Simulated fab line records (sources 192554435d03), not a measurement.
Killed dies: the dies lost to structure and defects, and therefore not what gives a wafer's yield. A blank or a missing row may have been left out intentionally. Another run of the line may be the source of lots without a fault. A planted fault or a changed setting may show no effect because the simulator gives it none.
Which of the tools did it? ; flow n5_finfet ; 9 lots with 27 wafers sampled at 8 steps, on a route of 1938 steps

WHAT THE GAUGES SHOWED, per wafer
N5_BEOL_M1_THK_MEAS_53: measures by xrf. Usual: M1_THK 39.7 nm, standard deviation 1.8.
lot;measured;on;M1_THK (nm);flag
L300;day 7 06:11;film_metro-01;35.8 40.8 38.8;
L301;day 7 11:07;film_metro-02;39.7 39.0 41.2;
L304;day 8 08:35;film_metro-02;35.7 37.8 36.2;
L311;day 10 03:14;film_metro-02;40.5 42.5 42.8;
L316;day 10 22:38;film_metro-02;300.2 296.8 300.5;OFF
L315;day 11 02:23;film_metro-01;303.1 308.5 302.9;OFF
L317;day 12 00:10;film_metro-02;297.6 307.3 299.5;OFF
L320;day 12 07:00;film_metro-01;41.4 38.3 38.5;
L321;day 12 13:17;film_metro-02;40.2 40.4 40.2;

N5_BEOL_M1_RS_MEAS_58: measurement is done with a four-point probe. Usual: M1_RS 0.68 ohm/sq, standard deviation 0.04.
lot;measured;on;M1_RS (ohm/sq);flag
L300;day 7 06:27;film_metro-02;0.76 0.64 0.69;
L301;day 7 11:23;film_metro-02;0.66 0.68 0.64;
L304;day 8 08:52;film_metro-01;0.79 0.74 0.78;
L311;day 10 03:29;film_metro-01;0.66 0.62 0.62;
L316;day 10 22:53;film_metro-01;0.06 0.06 0.06;OFF
L315;day 11 02:48;film_metro-02;0.06 0.06 0.06;OFF
L317;day 12 00:25;film_metro-02;0.06 0.06 0.06;OFF
L320;day 12 07:16;film_metro-01;0.63 0.69 0.69;
L321;day 12 13:33;film_metro-01;0.66 0.66 0.66;

N5_BEOL_M1_INSPECT_59: inspects for defects (darkfield). Usual: raw_defect_count reads 74 (standard deviation 22).
lot;measured;on;raw_defect_count;flag
L300;day 7 06:29;defect_inspect-01;87 75 59;
L301;day 7 11:25;defect_inspect-02;61 92 106;
L304;day 8 08:53;defect_inspect-02;78 74 82;
L311;day 10 03:31;defect_inspect-02;100 74 95;
L316;day 10 22:55;defect_inspect-02;1672 1660 1582;OFF
L315;day 11 02:50;defect_inspect-02;1536 1713 1551;OFF
L317;day 12 00:27;defect_inspect-01;1679 1632 1607;OFF
L320;day 12 07:17;defect_inspect-02;47 62 41;
L321;day 12 13:34;defect_inspect-02;55 92 72;

N5_BEOL_M4_RC_MEAS_101. Usual: DIBL_N 37.1 mV/V, standard deviation 1.8; DIBL_P 37.2 mV/V, standard deviation 2.1; IOFF_N 0.17 nA/um, standard deviation 0.033; IOFF_P 0.22 nA/um, standard deviation 0.037; ION_N 680 uA/um, standard deviation 11; ION_P 464 uA/um, standard deviation 7.7; SS_N 71.7 mV/dec, standard deviation 0.63; SS_P 73.6 mV/dec, standard deviation 0.67; VT_N 248.9 mV, standard deviation 2.9; VT_P -251 mV, standard deviation 3.6.
lot;measured;on;DIBL_N (mV/V);DIBL_P (mV/V);IOFF_N (nA/um);IOFF_P (nA/um);ION_N (uA/um);ION_P (uA/um);SS_N (mV/dec);SS_P (mV/dec);VT_N (mV);VT_P (mV);flag
L300;day 8 19:38;prober-01;37.7 32.4 36.1;39.0 32.8 37.3;0.21 0.11 0.18;0.24 0.15 0.21;684 666 682;467 458 465;72.2 70.6 71.9;74.0 72.1 73.8;244.9 253.1 246.9;-249 -256 -250;
L301;day 8 22:56;prober-02;38.7 35.8 34.1;40.6 36.7 33.8;0.22 0.14 0.12;0.26 0.18 0.15;701 676 667;473 455 454;72.0 71.4 71.0;74.6 73.2 72.5;242.9 251.4 251.3;-248 -256 -256;
L304;day 9 19:16;prober-02;36.6 37.9 38.8;35.3 38.5 38.1;0.14 0.18 0.19;0.16 0.22 0.21;663 684 681;449 464 463;72.0 72.4 71.7;72.9 74.1 74.2;253.8 248.7 249.6;-254 -253 -253;
L311;day 12 19:37;prober-02;38.4 40.1 35.5;37.8 40.3 35.3;0.18 0.21 0.12;0.22 0.27 0.19;676 688 671;461 474 467;70.8 71.5 70.7;73.7 74.3 73.8;247.8 247.0 252.9;-251 -247 -252;
L320;day 14 10:52;prober-02;39.5 40.7 37.4;39.0 38.9 35.8;0.18 0.21 0.16;0.24 0.24 0.20;664 678 680;463 461 461;71.9 73.2 71.3;73.9 74.5 73.8;249.3 247.9 250.8;-248 -247 -250;
L321;day 14 13:47;prober-02;40.8 35.2 37.1;40.8 34.0 36.9;0.27 0.13 0.18;0.34 0.20 0.25;703 677 679;477 463 467;73.1 72.0 71.7;74.0 72.0 73.6;242.1 251.3 248.0;-241 -248 -244;

WHAT TOOL EACH LOT RAN ON (gives the tool, then ch and the chambers of the sampled wafers, and finally the start)
lot;N5_BEOL_M1_SPUTTER_81;N5_BEOL_M1_ANNEAL_91;N5_BEOL_M1_SPUTTER_92;N5_BEOL_M1_CMP_52
L300;pvd_sputter-01, day 7 03:46;pvd_sputter-01, day 7 04:30;pvd_sputter-01, day 7 04:38;cmp-03 ch 1,2, day 7 05:56
L301;pvd_sputter-02, day 7 09:01;pvd_sputter-02, day 7 09:45;pvd_sputter-02, day 7 09:53;cmp-01 ch 0,1, day 7 10:50
L304;pvd_sputter-01, day 8 06:18;pvd_sputter-01, day 8 07:02;pvd_sputter-01, day 8 07:11;cmp-03 ch 0,1, day 8 08:17
L311;pvd_sputter-02, day 10 01:08;pvd_sputter-02, day 10 01:52;pvd_sputter-02, day 10 02:01;cmp-01 ch 0,2,3, day 10 02:59
L316;pvd_sputter-02, day 10 20:31;pvd_sputter-02, day 10 21:16;pvd_sputter-02, day 10 21:24;cmp-01 ch 0,2,3, day 10 22:25
L315;pvd_sputter-03, day 11 00:16;pvd_sputter-03, day 11 01:01;pvd_sputter-03, day 11 01:09;cmp-03 ch 0,1, day 11 02:06
L317;pvd_sputter-02, day 11 22:03;pvd_sputter-02, day 11 22:47;pvd_sputter-02, day 11 22:56;cmp-01 ch 0,2,3, day 11 23:52
L320;pvd_sputter-01, day 12 04:53;pvd_sputter-01, day 12 05:38;pvd_sputter-01, day 12 05:46;cmp-03 ch 1,2,3, day 12 06:44
L321;pvd_sputter-01, day 12 10:55;pvd_sputter-01, day 12 11:39;pvd_sputter-01, day 12 11:47;cmp-01 ch 0,1,2, day 12 13:02
- N5_BEOL_M1_SPUTTER_81: material Cu, target thk 4.5 nm, time 8.29 s.
- N5_BEOL_M1_ANNEAL_91: time 240 s.
- N5_BEOL_M1_SPUTTER_92: material Cu, target thk 4.5 nm, time 8.29 s.
- N5_BEOL_M1_CMP_52: polishes, stops on SiOC, t overpolish 6.8 s, target thk 40 nm.

WHAT THE TOOLS THEMSELVES READ (means of the sampled wafers that have a number; where no wafer has one, the mark that the record gives instead)
N5_BEOL_M1_SPUTTER_81. Usual: throttle_valve_pct reads 30.0 % (standard deviation 1.1).
lot;tool;throttle_valve_pct (%);flag
L300;pvd_sputter-01;30.3;
L301;pvd_sputter-02;29.2;
L304;pvd_sputter-01;30.6;
L311;pvd_sputter-02;29.0;
L316;pvd_sputter-02;28.9;
L315;pvd_sputter-03;30.2;
L317;pvd_sputter-02;28.9;
L320;pvd_sputter-01;30.3;
L321;pvd_sputter-01;30.5;

N5_BEOL_M1_ANNEAL_91. Usual: heater_power_w reads 798 W (standard deviation 67).
lot;tool;heater_power_w (W);flag
L300;pvd_sputter-01;811;
L301;pvd_sputter-02;801;
L304;pvd_sputter-01;780;
L311;pvd_sputter-02;795;
L316;pvd_sputter-02;809;
L315;pvd_sputter-03;741;
L317;pvd_sputter-02;869;
L320;pvd_sputter-01;805;
L321;pvd_sputter-01;808;

N5_BEOL_M1_SPUTTER_92. Usual: throttle_valve_pct reads 30.0 % (standard deviation 1.1).
lot;tool;throttle_valve_pct (%);flag
L300;pvd_sputter-01;30.2;
L301;pvd_sputter-02;29.2;
L304;pvd_sputter-01;30.5;
L311;pvd_sputter-02;29.1;
L316;pvd_sputter-02;29.0;
L315;pvd_sputter-03;29.9;
L317;pvd_sputter-02;28.8;
L320;pvd_sputter-01;30.3;
L321;pvd_sputter-01;30.6;

N5_BEOL_M1_CMP_52. Usual: barrier_field_endpoint_s 24.3 s, standard deviation 0.66; clearing_platen_down_force_psi 1.500 psi, standard deviation 0.0031; motor_current_A 6.0 A, standard deviation 0.4; overpolish_run_s 6.799 s, standard deviation 0.0096; platen_rpm 50.00 rpm, standard deviation 0.034; time_to_endpoint_s 60 s, standard deviation 3.4.
lot;tool;barrier_field_endpoint_s (s);clearing_platen_down_force_psi (psi);motor_current_A (A);overpolish_run_s (s);platen_rpm (rpm);time_to_endpoint_s (s);flag
L300;cmp-03;23.8;1.501;6.1;6.791;49.96;62;
L301;cmp-01;24.8;1.503;5.9;6.800;49.99;62;
L304;cmp-03;24.4;1.499;5.9;6.790;50.03;63;
L311;cmp-01;25.0;1.497;6.2;6.798;50.00;65;
L316;cmp-01;-;-;-;-;-;-;OFF
L315;cmp-03;-;-;-;-;-;-;OFF
L317;cmp-01;-;-;-;-;-;-;OFF
L320;cmp-03;24.9;1.500;5.9;6.798;50.00;61;
L321;cmp-01;24.5;1.501;5.8;6.805;50.01;62;

THE ANSWER, worked out from the rows above alone
Rule: a lot is off if the mean of its wafers that have a number lies more than 3 standard deviations from the usual mean. Also off: a lot with no number at a reading for which 4 or more lots have one. Where the step has rows for the other lots, those lots are counted as sound. Order of review: gauges by route order, followed by the tools' own readings, for which a lot's mean as printed above is used. At the first step where some lot is off, the reading lying furthest off is the one used; lots without a number count as furthest.
Off: at N5_BEOL_M1_THK_MEAS_53 (M1_THK), L316, L315, L317.
If a tool, at a process step before that reading, ran all the lots that are off and no sound lot after the first of them, it fits. Not tried: the gauges at N5_BEOL_M1_THK_MEAS_53; whatever is off there is also off at N5_BEOL_M1_INSPECT_59, on other tools, and gauge error can't account for it. Not one of the candidates tried fits.

WHAT THE SIMULATOR HAD PUT IN
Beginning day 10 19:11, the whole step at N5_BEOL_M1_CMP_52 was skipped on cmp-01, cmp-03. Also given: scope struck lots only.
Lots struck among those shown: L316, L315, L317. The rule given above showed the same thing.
